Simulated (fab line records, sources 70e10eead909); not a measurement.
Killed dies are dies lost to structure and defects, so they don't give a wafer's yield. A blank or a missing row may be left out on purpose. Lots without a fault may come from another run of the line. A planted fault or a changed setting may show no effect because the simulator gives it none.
Which tool did it? | flow nand_harc | 12 lots, 36 wafers sampled, at 1 step of a route of 1302

WHAT THE GAUGES READ, wafer by wafer
NHARC_A_SLIT_CD_MEAS_09: target cd 300 nm.
lot  | measured     | on        | cd_nm (nm)
L762 | day 20 04:43 | cd_sem-02 | 300.2 299.6 300.8
L765 | day 20 22:37 | cd_sem-01 | 300.0 299.6 300.0
L766 | day 20 22:52 | cd_sem-02 | 299.0 299.8 299.3
L764 | day 20 23:03 | cd_sem-01 | 300.1 300.7 299.3
L763 | day 21 02:50 | cd_sem-01 | 299.8 299.6 300.4
L769 | day 22 18:35 | cd_sem-01 | 299.5 300.0 300.8
L768 | day 22 20:14 | cd_sem-01 | 299.9 300.3 300.3
L772 | day 24 08:39 | cd_sem-03 | 300.6 299.9 300.6
L770 | day 24 16:26 | cd_sem-03 | 299.5 300.2 299.1
L774 | day 25 03:40 | cd_sem-02 | 299.6 300.6 300.4
L780 | day 27 19:12 | cd_sem-01 | 301.1 299.6 300.3
L781 | day 28 05:01 | cd_sem-02 | 300.1 300.6 300.6

WHICH TOOL RAN EACH LOT (tool, then ch and the chambers of the sampled wafers, then the start)
The record holds no process step before these readings.

WHAT THE TOOLS THEMSELVES READ (means of the sampled wafers that have a number; where no wafer has one, the mark that the record gives instead)
The record holds no such reading with a usual standard deviation.

THE ANSWER, worked out from the rows above alone
Rule: what is usual is taken from the lots themselves. Put in order of their means at a reading, lots are off if they are a third of the lots or fewer, leave a main group of 4 or more, and stand apart from it by a gap of 3 or more times the standard deviation of the main group's means; of several such gaps the widest counts. A main group whose means are all the same, to the digits that the tables above print for the reading, isn't used. A lot without any number at a reading at which 4 lots or more have one is off too. The other lots that the step has rows for count as sound. The gauges are gone through in route order, then the tools' own readings, and for those a lot's mean is taken as printed above. The first step at which some lot is off is used, and at that step the reading that is off furthest; a lot without a number counts as furthest.
No lot is off at any reading shown: from this, nothing can be told.

WHAT THE SIMULATOR HAD PUT IN
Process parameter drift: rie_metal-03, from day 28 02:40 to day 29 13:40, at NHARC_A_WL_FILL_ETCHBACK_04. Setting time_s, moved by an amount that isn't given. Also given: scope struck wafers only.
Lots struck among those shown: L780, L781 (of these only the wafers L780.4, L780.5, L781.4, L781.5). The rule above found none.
